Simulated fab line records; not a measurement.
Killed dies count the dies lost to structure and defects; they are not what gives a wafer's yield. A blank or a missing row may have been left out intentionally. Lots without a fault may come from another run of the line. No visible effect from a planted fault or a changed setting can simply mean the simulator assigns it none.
A single fault, viewed from 2 desks | flow n5 finfet | each desk holds nothing but its own numbers, with what lay behind them at the end

== AT THE METROLOGY DESK ==
Lot by lot, what the gauges showed, no matter which tool ran the lot: averages of those sampled wafers that carry a number. If a lot's mean is further than 4 standard deviations from the usual mean, the lot is out of limits and carries the mark OUT (the distance appears in the brackets). Shown here are 7 of its 11 readings, the ones lying furthest out on some lot.
Columns: A = cd nm at N5_BEOL_M0_SAQP_CD_MEAS_25, usual 12.83 nm; B = DIBL_N at N5_BEOL_M4_RC_MEAS_101, usual 36.3 mV/V; C = DIBL_P at N5_BEOL_M4_RC_MEAS_101, usual 36.7 mV/V; D = IOFF_P at N5_BEOL_M4_RC_MEAS_101, usual 0.214 nA/um; E = ION_N at N5_BEOL_M4_RC_MEAS_101, usual 673 uA/um; F = SS_N at N5_BEOL_M4_RC_MEAS_101, usual 71.6 mV/dec; G = SS_P at N5_BEOL_M4_RC_MEAS_101, usual 73.3 mV/dec
lot  | first seen here | A     | B    | C    | D     | E   | F    | G
L425 | day 5 21:12     | 12.80 | 35.9 | 34.2 | 0.200 | 667 | 71.5 | 73.1
L426 | day 6 07:32     | 13.09 | 35.4 | 36.9 | 0.196 | 672 | 71.3 | 73.1
L435 | day 8 18:54     | 12.79 | 36.6 | 36.7 | 0.227 | 672 | 72.1 | 73.9
L436 | day 8 22:19     | 12.88 | 38.0 | 36.7 | 0.217 | 671 | 71.8 | 74.0
L446 | day 11 09:43    | 12.61 | 38.1 | 38.3 | 0.232 | 682 | 71.8 | 73.0
L447 | day 11 12:35    | 12.68 | 37.4 | 40.0 | 0.240 | 683 | 71.7 | 74.1
This desk's verdict: no lot among the 6 shows anything out of limits.

== THE TOOL OWNER'S DESK: rie diel-05 ==
The tool's own readings at N5_BEOL_M0_SAQP_ETCH_107 (etches SiNx in CH3F/O2, target depth 30 nm): means of the sampled wafers that have a number, for each lot that ran on this tool. If a lot's mean is further than 4 standard deviations from the usual mean, the lot is out of limits and carries the mark OUT (the distance appears in the brackets). 7 of its 8 readings are shown: the first one out of limits and those lying furthest out on some lot.
Columns: A = CH3F_flow_sccm at N5_BEOL_M0_SAQP_ETCH_107, usual 30.01 sccm; B = bias w at N5_BEOL_M0_SAQP_ETCH_107, usual 72.99 W; C = drypump motor current A at N5_BEOL_M0_SAQP_ETCH_107, usual 5.8 A; D = oes_ar_750_au at N5_BEOL_M0_SAQP_ETCH_107, usual 0.80 a.u.; E = oes product au at N5_BEOL_M0_SAQP_ETCH_107, usual 0.79 a.u.; F = rf vpp V at N5_BEOL_M0_SAQP_ETCH_107, usual 296.3 V; G = throttle valve pct at N5_BEOL_M0_SAQP_ETCH_107, usual 16.38 %
lot  | first seen here | A     | B               | C   | D    | E    | F               | G
L425 | day 5 22:07     | 29.99 | 73.02           | 5.7 | 0.72 | 0.71 | 295.2           | 16.49
L435 | day 8 19:40     | 30.06 | 54.73 (-83) OUT | 5.6 | 0.82 | 0.77 | 236.6 (-26) OUT | 16.38
L436 | day 8 23:05     | 30.06 | 54.79 (-83) OUT | 5.6 | 0.81 | 0.76 | 236.5 (-26) OUT | 16.39
This desk's verdict: out of limits on L435, L436, starting with L435 at day 8 19:40 (bias w at N5_BEOL_M0_SAQP_ETCH_107). L425: within limits.

== ALL TOGETHER ==
On L435, L436, at day 8 19:40, an alarm was possible from the tool owner's desk.
The metrology desk saw nothing out of limits.
The metrology desk holds a record of L435, L436, inside its limits.
Every lot named ran N5_BEOL_M0_SAQP_ETCH_107 on rie diel-05.

== WHAT THE SIMULATOR HAD INSERTED ==
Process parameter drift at N5_BEOL_M0_SAQP_ETCH_107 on rie diel-05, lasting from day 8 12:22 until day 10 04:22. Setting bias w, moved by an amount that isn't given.
Lots struck among those shown: L435, L436.
Hours from the fault's start to each desk's first reading out of limits: the tool owner's desk, 7.
